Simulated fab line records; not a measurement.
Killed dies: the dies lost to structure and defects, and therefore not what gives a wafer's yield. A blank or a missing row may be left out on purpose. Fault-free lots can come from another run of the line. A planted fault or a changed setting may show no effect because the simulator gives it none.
Which tool was responsible? :: flow nand-harc :: 72 wafers from 24 lots sampled at 4 of the route's 1302 steps

== WHAT THE GAUGES SHOWED, per wafer ==
NHARC_A_DECK1_JOINT_INSPECT_05.
lot: L075
measured: day 12 12:35
on: defect-inspect-01
raw-defect-count: 251 176 171

lot: L074
measured: day 12 17:25
on: defect-inspect-02
raw-defect-count: 350 195 346

lot: L076
measured: day 13 03:18
on: defect-inspect-02
raw-defect-count: 177 367 331

lot: L077
measured: day 14 02:21
on: defect-inspect-01
raw-defect-count: 490 370 358

lot: L078
measured: day 14 02:12
on: defect-inspect-02
raw-defect-count: 374 253 402

lot: L080
measured: day 14 08:03
on: defect-inspect-01
raw-defect-count: 252 200 228

lot: L079
measured: day 14 08:05
on: defect-inspect-01
raw-defect-count: 171 288 182

lot: L081
measured: day 15 09:50
on: defect-inspect-01
raw-defect-count: 298 468 270

lot: L082
measured: day 15 22:32
on: defect-inspect-01
raw-defect-count: 205 203 185

lot: L083
measured: day 16 11:20
on: defect-inspect-02
raw-defect-count: 243 282 233

lot: L084
measured: day 16 18:55
on: defect-inspect-02
raw-defect-count: 361 404 592

lot: L086
measured: day 17 00:04
on: defect-inspect-02
raw-defect-count: 323 256 181

lot: L085
measured: day 17 10:04
on: defect-inspect-02
raw-defect-count: 831 408 453

lot: L087
measured: day 17 18:07
on: defect-inspect-01
raw-defect-count: 207 277 250

lot: L088
measured: day 18 16:19
on: defect-inspect-01
raw-defect-count: 514 318 343

lot: L089
measured: day 19 00:16
on: defect-inspect-02
raw-defect-count: 337 341 251

lot: L090
measured: day 19 00:14
on: defect-inspect-01
raw-defect-count: 227 522 381

lot: L091
measured: day 19 16:35
on: defect-inspect-02
raw-defect-count: 245 302 265

lot: L092
measured: day 19 14:01
on: defect-inspect-01
raw-defect-count: 460 188 239

lot: L093
measured: day 19 21:49
on: defect-inspect-01
raw-defect-count: 192 334 279

lot: L094
measured: day 21 03:20
on: defect-inspect-02
raw-defect-count: 558 366 506

lot: L095
measured: day 21 03:21
on: defect-inspect-01
raw-defect-count: 183 239 575

lot: L096
measured: day 21 16:19
on: defect-inspect-02
raw-defect-count: 338 124 244

lot: L097
measured: day 21 16:19
on: defect-inspect-01
raw-defect-count: 659 261 279

== TOOL THAT RAN EACH LOT (tool first, then ch and the chambers of the sampled wafers, then the start) ==
lot: L075
NHARC_A_ONON_D1_DEP_33: pecvd-01 ch 0,1, day 8 12:30
NHARC_A_CHANNEL_HOLE_D1_ETCH_22: har-etch-02 ch 0, day 8 21:37
NHARC_A_CHANNEL_FILL_D1_ALD_03: ald-sin-batch-01 ch 0, day 12 12:35 or earlier

lot: L074
NHARC_A_ONON_D1_DEP_33: pecvd-03 ch 0,2, day 8 12:33
NHARC_A_CHANNEL_HOLE_D1_ETCH_22: har-etch-01 ch 0,1, day 8 23:53
NHARC_A_CHANNEL_FILL_D1_ALD_03: ald-sin-batch-02 ch 0, day 9 09:41

lot: L076
NHARC_A_ONON_D1_DEP_33: pecvd-02 ch 0,2, day 9 00:35
NHARC_A_CHANNEL_HOLE_D1_ETCH_22: har-etch-01 ch 0,1, day 9 09:14
NHARC_A_CHANNEL_FILL_D1_ALD_03: ald-sin-batch-02 ch 0, day 9 20:40

lot: L077
NHARC_A_ONON_D1_DEP_33: pecvd-02 ch 0,1,2, day 10 01:40
NHARC_A_CHANNEL_HOLE_D1_ETCH_22: har-etch-02 ch 0,1, day 10 08:07
NHARC_A_CHANNEL_FILL_D1_ALD_03: ald-sin-batch-03 ch 0, day 14 02:21 or earlier

lot: L078
NHARC_A_ONON_D1_DEP_33: pecvd-03 ch 0,2, day 10 01:41
NHARC_A_CHANNEL_HOLE_D1_ETCH_22: har-etch-01 ch 0,1, day 10 12:10
NHARC_A_CHANNEL_FILL_D1_ALD_03: ald-sin-batch-02 ch 0, day 14 02:12 or earlier

lot: L080
NHARC_A_ONON_D1_DEP_33: pecvd-03 ch 0,1, day 10 14:47
NHARC_A_CHANNEL_HOLE_D1_ETCH_22: har-etch-02 ch 0,1, day 10 20:08
NHARC_A_CHANNEL_FILL_D1_ALD_03: ald-sin-batch-02 ch 0, day 14 08:03 or earlier

lot: L079
NHARC_A_ONON_D1_DEP_33: pecvd-03 ch 0,1,2, day 10 14:58
NHARC_A_CHANNEL_HOLE_D1_ETCH_22: har-etch-01 ch 0,1, day 10 20:23
NHARC_A_CHANNEL_FILL_D1_ALD_03: ald-sin-batch-02 ch 0, day 14 08:05 or earlier

lot: L081
NHARC_A_ONON_D1_DEP_33: pecvd-03 ch 0,1,2, day 11 13:55
NHARC_A_CHANNEL_HOLE_D1_ETCH_22: har-etch-01 ch 0,1, day 11 19:29
NHARC_A_CHANNEL_FILL_D1_ALD_03: ald-sin-batch-01 ch 0, day 15 09:50 or earlier

lot: L082
NHARC_A_ONON_D1_DEP_33: pecvd-01 ch 0,2, day 11 19:55
NHARC_A_CHANNEL_HOLE_D1_ETCH_22: har-etch-01 ch 0,1, day 12 06:09
NHARC_A_CHANNEL_FILL_D1_ALD_03: ald-sin-batch-01 ch 0, day 15 22:32 or earlier

lot: L083
NHARC_A_ONON_D1_DEP_33: pecvd-03 ch 0,1,2, day 12 07:59
NHARC_A_CHANNEL_HOLE_D1_ETCH_22: har-etch-02 ch 1, day 12 14:11
NHARC_A_CHANNEL_FILL_D1_ALD_03: ald-sin-batch-03 ch 0, day 16 11:20 or earlier

lot: L084
NHARC_A_ONON_D1_DEP_33: pecvd-01 ch 0,2, day 12 08:00
NHARC_A_CHANNEL_HOLE_D1_ETCH_22: har-etch-02 ch 1, day 12 22:40
NHARC_A_CHANNEL_FILL_D1_ALD_03: ald-sin-batch-02 ch 0, day 16 18:55 or earlier

lot: L086
NHARC_A_ONON_D1_DEP_33: pecvd-03 ch 0,1, day 12 23:59
NHARC_A_CHANNEL_HOLE_D1_ETCH_22: har-etch-02 ch 0,1, day 13 09:45
NHARC_A_CHANNEL_FILL_D1_ALD_03: ald-sin-batch-02 ch 0, day 17 00:04 or earlier

lot: L085
NHARC_A_ONON_D1_DEP_33: pecvd-01 ch 0,1, day 13 00:02
NHARC_A_CHANNEL_HOLE_D1_ETCH_22: har-etch-01 ch 0,1, day 13 08:58
NHARC_A_CHANNEL_FILL_D1_ALD_03: ald-sin-batch-02 ch 0, day 17 10:04 or earlier

lot: L087
NHARC_A_ONON_D1_DEP_33: pecvd-03 ch 0,1,2, day 13 10:11
NHARC_A_CHANNEL_HOLE_D1_ETCH_22: har-etch-02 ch 0,1, day 13 18:05
NHARC_A_CHANNEL_FILL_D1_ALD_03: ald-sin-batch-03 ch 0, day 17 18:07 or earlier

lot: L088
NHARC_A_ONON_D1_DEP_33: pecvd-03 ch 0,1,2, day 14 12:08
NHARC_A_CHANNEL_HOLE_D1_ETCH_22: har-etch-02 ch 0,1, day 14 20:16
NHARC_A_CHANNEL_FILL_D1_ALD_03: ald-sin-batch-01 ch 0, day 18 16:19 or earlier

lot: L089
NHARC_A_ONON_D1_DEP_33: pecvd-01 ch 0,1,2, day 14 16:05
NHARC_A_CHANNEL_HOLE_D1_ETCH_22: har-etch-01 ch 0,1, day 15 06:12
NHARC_A_CHANNEL_FILL_D1_ALD_03: ald-sin-batch-01 ch 0, day 19 00:16 or earlier

lot: L090
NHARC_A_ONON_D1_DEP_33: pecvd-02 ch 1,2, day 14 16:19
NHARC_A_CHANNEL_HOLE_D1_ETCH_22: har-etch-02 ch 0,1, day 15 08:29
NHARC_A_CHANNEL_FILL_D1_ALD_03: ald-sin-batch-01 ch 0, day 19 00:14 or earlier

lot: L091
NHARC_A_ONON_D1_DEP_33: pecvd-03 ch 0,1, day 15 17:23
NHARC_A_CHANNEL_HOLE_D1_ETCH_22: har-etch-02 ch 0,1, day 15 22:47
NHARC_A_CHANNEL_FILL_D1_ALD_03: ald-sin-batch-03 ch 0, day 19 16:35 or earlier

lot: L092
NHARC_A_ONON_D1_DEP_33: pecvd-01 ch 0,1,2, day 15 17:23
NHARC_A_CHANNEL_HOLE_D1_ETCH_22: har-etch-01 ch 0,1, day 15 23:12
NHARC_A_CHANNEL_FILL_D1_ALD_03: ald-sin-batch-03 ch 0, day 19 14:01 or earlier

lot: L093
NHARC_A_ONON_D1_DEP_33: pecvd-01 ch 0,1,2, day 16 00:05
NHARC_A_CHANNEL_HOLE_D1_ETCH_22: har-etch-01 ch 0,1, day 16 05:38
NHARC_A_CHANNEL_FILL_D1_ALD_03: ald-sin-batch-03 ch 0, day 19 21:49 or earlier

lot: L094
NHARC_A_ONON_D1_DEP_33: pecvd-01 ch 0,1,2, day 16 22:21
NHARC_A_CHANNEL_HOLE_D1_ETCH_22: har-etch-02 ch 0,1, day 17 14:40
NHARC_A_CHANNEL_FILL_D1_ALD_03: ald-sin-batch-02 ch 0, day 21 03:20 or earlier

lot: L095
NHARC_A_ONON_D1_DEP_33: pecvd-01 ch 1,2, day 16 22:37
NHARC_A_CHANNEL_HOLE_D1_ETCH_22: har-etch-01 ch 0,1, day 17 16:28
NHARC_A_CHANNEL_FILL_D1_ALD_03: ald-sin-batch-02 ch 0, day 21 03:21 or earlier

lot: L096
NHARC_A_ONON_D1_DEP_33: pecvd-01 ch 0,1,2, day 17 11:30
NHARC_A_CHANNEL_HOLE_D1_ETCH_22: har-etch-02 ch 0,1, day 17 22:58
NHARC_A_CHANNEL_FILL_D1_ALD_03: ald-sin-batch-01 ch 0, day 21 16:19 or earlier

lot: L097
NHARC_A_ONON_D1_DEP_33: pecvd-01 ch 0,2, day 17 15:54
NHARC_A_CHANNEL_HOLE_D1_ETCH_22: har-etch-02 ch 0,1, day 18 03:08
NHARC_A_CHANNEL_FILL_D1_ALD_03: ald-sin-batch-01 ch 0, day 21 16:19 or earlier
- NHARC_A_ONON_D1_DEP_33: deposits SiO2, target thk 200 nm.
- NHARC_A_CHANNEL_HOLE_D1_ETCH_22: etches the open film in C4F8/O2/Ar, time 666.7 s, target depth 1600 nm.
- NHARC_A_CHANNEL_FILL_D1_ALD_03: deposits SiNx, target thk 6 nm, pulse time 60 s, ald cycles 58.

== AS READ BY THE TOOLS THEMSELVES (means over the sampled wafers that have a number; for cases with no such wafer, the mark the record gives instead) ==
NHARC_A_ONON_D1_DEP_33.
lot: L075
tool: pecvd-01
heater-power-w (W): 557
mfc-precursor-sccm (sccm): 161.5
throttle-valve-pct (%): 15.7

lot: L074
tool: pecvd-03
heater-power-w (W): 645
mfc-precursor-sccm (sccm): 161.2
throttle-valve-pct (%): 16.0

lot: L076
tool: pecvd-02
heater-power-w (W): 576
mfc-precursor-sccm (sccm): 161.0
throttle-valve-pct (%): 16.3

lot: L077
tool: pecvd-02
heater-power-w (W): 502
mfc-precursor-sccm (sccm): 161.3
throttle-valve-pct (%): 15.8

lot: L078
tool: pecvd-03
heater-power-w (W): 580
mfc-precursor-sccm (sccm): 161.5
throttle-valve-pct (%): 15.5

lot: L080
tool: pecvd-03
heater-power-w (W): 457
mfc-precursor-sccm (sccm): 161.3
throttle-valve-pct (%): 15.6

lot: L079
tool: pecvd-03
heater-power-w (W): 530
mfc-precursor-sccm (sccm): 161.8
throttle-valve-pct (%): 15.7

lot: L081
tool: pecvd-03
heater-power-w (W): 556
mfc-precursor-sccm (sccm): 161.5
throttle-valve-pct (%): 15.6

lot: L082
tool: pecvd-01
heater-power-w (W): 587
mfc-precursor-sccm (sccm): 161.2
throttle-valve-pct (%): 16.3

lot: L083
tool: pecvd-03
heater-power-w (W): 515
mfc-precursor-sccm (sccm): 161.3
throttle-valve-pct (%): 15.6

lot: L084
tool: pecvd-01
heater-power-w (W): 601
mfc-precursor-sccm (sccm): 162.1
throttle-valve-pct (%): 16.1

lot: L086
tool: pecvd-03
heater-power-w (W): 487
mfc-precursor-sccm (sccm): 161.0
throttle-valve-pct (%): 15.7

lot: L085
tool: pecvd-01
heater-power-w (W): 567
mfc-precursor-sccm (sccm): 161.6
throttle-valve-pct (%): 15.8

lot: L087
tool: pecvd-03
heater-power-w (W): 572
mfc-precursor-sccm (sccm): 160.9
throttle-valve-pct (%): 15.8

lot: L088
tool: pecvd-03
heater-power-w (W): 507
mfc-precursor-sccm (sccm): 161.6
throttle-valve-pct (%): 15.7

lot: L089
tool: pecvd-01
heater-power-w (W): 557
mfc-precursor-sccm (sccm): 161.8
throttle-valve-pct (%): 15.5

lot: L090
tool: pecvd-02
heater-power-w (W): 509
mfc-precursor-sccm (sccm): 162.0
throttle-valve-pct (%): 15.1

lot: L091
tool: pecvd-03
heater-power-w (W): 468
mfc-precursor-sccm (sccm): 161.7
throttle-valve-pct (%): 15.8

lot: L092
tool: pecvd-01
heater-power-w (W): 572
mfc-precursor-sccm (sccm): 161.6
throttle-valve-pct (%): 15.4

lot: L093
tool: pecvd-01
heater-power-w (W): 572
mfc-precursor-sccm (sccm): 160.9
throttle-valve-pct (%): 15.6

lot: L094
tool: pecvd-01
heater-power-w (W): 575
mfc-precursor-sccm (sccm): 161.2
throttle-valve-pct (%): 15.6

lot: L095
tool: pecvd-01
heater-power-w (W): 515
mfc-precursor-sccm (sccm): 161.6
throttle-valve-pct (%): 15.6

lot: L096
tool: pecvd-01
heater-power-w (W): 617
mfc-precursor-sccm (sccm): 161.4
throttle-valve-pct (%): 15.7

lot: L097
tool: pecvd-01
heater-power-w (W): 609
mfc-precursor-sccm (sccm): 162.2
throttle-valve-pct (%): 15.8

NHARC_A_CHANNEL_HOLE_D1_ETCH_22.
lot: L075
tool: har-etch-02
c4f8-flow-sccm (sccm): 89.04
drypump-motor-current-A (A): 6.4
showerhead-plenum-p-Torr (Torr): 3.763
throttle-valve-pct (%): 32.152

lot: L074
tool: har-etch-01
c4f8-flow-sccm (sccm): 89.25
drypump-motor-current-A (A): 5.6
showerhead-plenum-p-Torr (Torr): 3.734
throttle-valve-pct (%): 32.160

lot: L076
tool: har-etch-01
c4f8-flow-sccm (sccm): 89.26
drypump-motor-current-A (A): 5.7
showerhead-plenum-p-Torr (Torr): 3.732
throttle-valve-pct (%): 32.157

lot: L077
tool: har-etch-02
c4f8-flow-sccm (sccm): 89.29
drypump-motor-current-A (A): 5.9
showerhead-plenum-p-Torr (Torr): 3.740
throttle-valve-pct (%): 32.159

lot: L078
tool: har-etch-01
c4f8-flow-sccm (sccm): 89.35
drypump-motor-current-A (A): 5.7
showerhead-plenum-p-Torr (Torr): 3.723
throttle-valve-pct (%): 32.151

lot: L080
tool: har-etch-02
c4f8-flow-sccm (sccm): 89.38
drypump-motor-current-A (A): 5.9
showerhead-plenum-p-Torr (Torr): 3.739
throttle-valve-pct (%): 32.152

lot: L079
tool: har-etch-01
c4f8-flow-sccm (sccm): 89.36
drypump-motor-current-A (A): 5.7
showerhead-plenum-p-Torr (Torr): 3.722
throttle-valve-pct (%): 32.159

lot: L081
tool: har-etch-01
c4f8-flow-sccm (sccm): 89.11
drypump-motor-current-A (A): 5.7
showerhead-plenum-p-Torr (Torr): 3.717
throttle-valve-pct (%): 32.163

lot: L082
tool: har-etch-01
c4f8-flow-sccm (sccm): 89.55
drypump-motor-current-A (A): 5.7
showerhead-plenum-p-Torr (Torr): 3.713
throttle-valve-pct (%): 32.146

lot: L083
tool: har-etch-02
c4f8-flow-sccm (sccm): 89.19
drypump-motor-current-A (A): 4.8
showerhead-plenum-p-Torr (Torr): 3.702
throttle-valve-pct (%): 32.155

lot: L084
tool: har-etch-02
c4f8-flow-sccm (sccm): 89.14
drypump-motor-current-A (A): 4.8
showerhead-plenum-p-Torr (Torr): 3.698
throttle-valve-pct (%): 32.151

lot: L086
tool: har-etch-02
c4f8-flow-sccm (sccm): 89.50
drypump-motor-current-A (A): 5.3
showerhead-plenum-p-Torr (Torr): 3.707
throttle-valve-pct (%): 32.162

lot: L085
tool: har-etch-01
c4f8-flow-sccm (sccm): 89.15
drypump-motor-current-A (A): 5.7
showerhead-plenum-p-Torr (Torr): 3.701
throttle-valve-pct (%): 32.160

lot: L087
tool: har-etch-02
c4f8-flow-sccm (sccm): 89.30
drypump-motor-current-A (A): 5.3
showerhead-plenum-p-Torr (Torr): 3.702
throttle-valve-pct (%): 32.155

lot: L088
tool: har-etch-02
c4f8-flow-sccm (sccm): 89.33
drypump-motor-current-A (A): 5.9
showerhead-plenum-p-Torr (Torr): 3.715
throttle-valve-pct (%): 32.156

lot: L089
tool: har-etch-01
c4f8-flow-sccm (sccm): 89.44
drypump-motor-current-A (A): 5.7
showerhead-plenum-p-Torr (Torr): 3.688
throttle-valve-pct (%): 32.146

lot: L090
tool: har-etch-02
c4f8-flow-sccm (sccm): 89.24
drypump-motor-current-A (A): 5.3
showerhead-plenum-p-Torr (Torr): 3.694
throttle-valve-pct (%): 32.159

lot: L091
tool: har-etch-02
c4f8-flow-sccm (sccm): 89.31
drypump-motor-current-A (A): 5.9
showerhead-plenum-p-Torr (Torr): 3.702
throttle-valve-pct (%): 32.154

lot: L092
tool: har-etch-01
c4f8-flow-sccm (sccm): 89.08
drypump-motor-current-A (A): 5.7
showerhead-plenum-p-Torr (Torr): 3.680
throttle-valve-pct (%): 32.149

lot: L093
tool: har-etch-01
c4f8-flow-sccm (sccm): 89.53
drypump-motor-current-A (A): 5.7
showerhead-plenum-p-Torr (Torr): 3.677
throttle-valve-pct (%): 32.163

lot: L094
tool: har-etch-02
c4f8-flow-sccm (sccm): 89.40
drypump-motor-current-A (A): 5.9
showerhead-plenum-p-Torr (Torr): 3.695
throttle-valve-pct (%): 32.150

lot: L095
tool: har-etch-01
c4f8-flow-sccm (sccm): 88.88
drypump-motor-current-A (A): 5.6
showerhead-plenum-p-Torr (Torr): 3.669
throttle-valve-pct (%): 32.154

lot: L096
tool: har-etch-02
c4f8-flow-sccm (sccm): 89.27
drypump-motor-current-A (A): 5.9
showerhead-plenum-p-Torr (Torr): 3.690
throttle-valve-pct (%): 32.153

lot: L097
tool: har-etch-02
c4f8-flow-sccm (sccm): 89.01
drypump-motor-current-A (A): 5.9
showerhead-plenum-p-Torr (Torr): 3.687
throttle-valve-pct (%): 32.152

NHARC_A_CHANNEL_FILL_D1_ALD_03.
lot: L075
tool: ald-sin-batch-01
precursor-pulse-height-rel: 1.008

lot: L074
tool: ald-sin-batch-02
precursor-pulse-height-rel: 0.981

lot: L076
tool: ald-sin-batch-02
precursor-pulse-height-rel: 0.982

lot: L077
tool: ald-sin-batch-03
precursor-pulse-height-rel: 1.015

lot: L078
tool: ald-sin-batch-02
precursor-pulse-height-rel: 0.996

lot: L080
tool: ald-sin-batch-02
precursor-pulse-height-rel: 0.989

lot: L079
tool: ald-sin-batch-02
precursor-pulse-height-rel: 1.001

lot: L081
tool: ald-sin-batch-01
precursor-pulse-height-rel: 1.011

lot: L082
tool: ald-sin-batch-01
precursor-pulse-height-rel: 0.990

lot: L083
tool: ald-sin-batch-03
precursor-pulse-height-rel: 1.008

lot: L084
tool: ald-sin-batch-02
precursor-pulse-height-rel: 1.019

lot: L086
tool: ald-sin-batch-02
precursor-pulse-height-rel: 1.000

lot: L085
tool: ald-sin-batch-02
precursor-pulse-height-rel: 1.002

lot: L087
tool: ald-sin-batch-03
precursor-pulse-height-rel: 1.013

lot: L088
tool: ald-sin-batch-01
precursor-pulse-height-rel: 0.994

lot: L089
tool: ald-sin-batch-01
precursor-pulse-height-rel: 0.996

lot: L090
tool: ald-sin-batch-01
precursor-pulse-height-rel: 1.009

lot: L091
tool: ald-sin-batch-03
precursor-pulse-height-rel: 0.998

lot: L092
tool: ald-sin-batch-03
precursor-pulse-height-rel: 1.014

lot: L093
tool: ald-sin-batch-03
precursor-pulse-height-rel: 0.991

lot: L094
tool: ald-sin-batch-02
precursor-pulse-height-rel: 1.003

lot: L095
tool: ald-sin-batch-02
precursor-pulse-height-rel: 0.989

lot: L096
tool: ald-sin-batch-01
precursor-pulse-height-rel: 1.010

lot: L097
tool: ald-sin-batch-01
precursor-pulse-height-rel: 1.004

== THE ANSWER, worked out from the rows above alone ==
Rule: usual is defined by the lots themselves. The widest of any qualifying gaps counts: lots, ordered by their means at a reading, are off when they make up no more than a third of the lots, leave a main group of 4 or more, and stand apart from it by 3 or more times the standard deviation of that group's means. Not used: any main group whose means are identical at the precision the tables above print for the reading. Also off: a lot with no number at a reading for which 4 or more lots have one. Any other lot the step has rows for is counted as sound. Order of review: gauges by route order, followed by the tools' own readings, for which a lot's mean as printed above is used. The first step at which some lot is off is used, and at that step the reading that is off furthest; a lot without a number counts as furthest.
Nothing can be told from this: no lot is off at any reading shown.

== WHAT WAS PUT IN BY THE SIMULATOR ==
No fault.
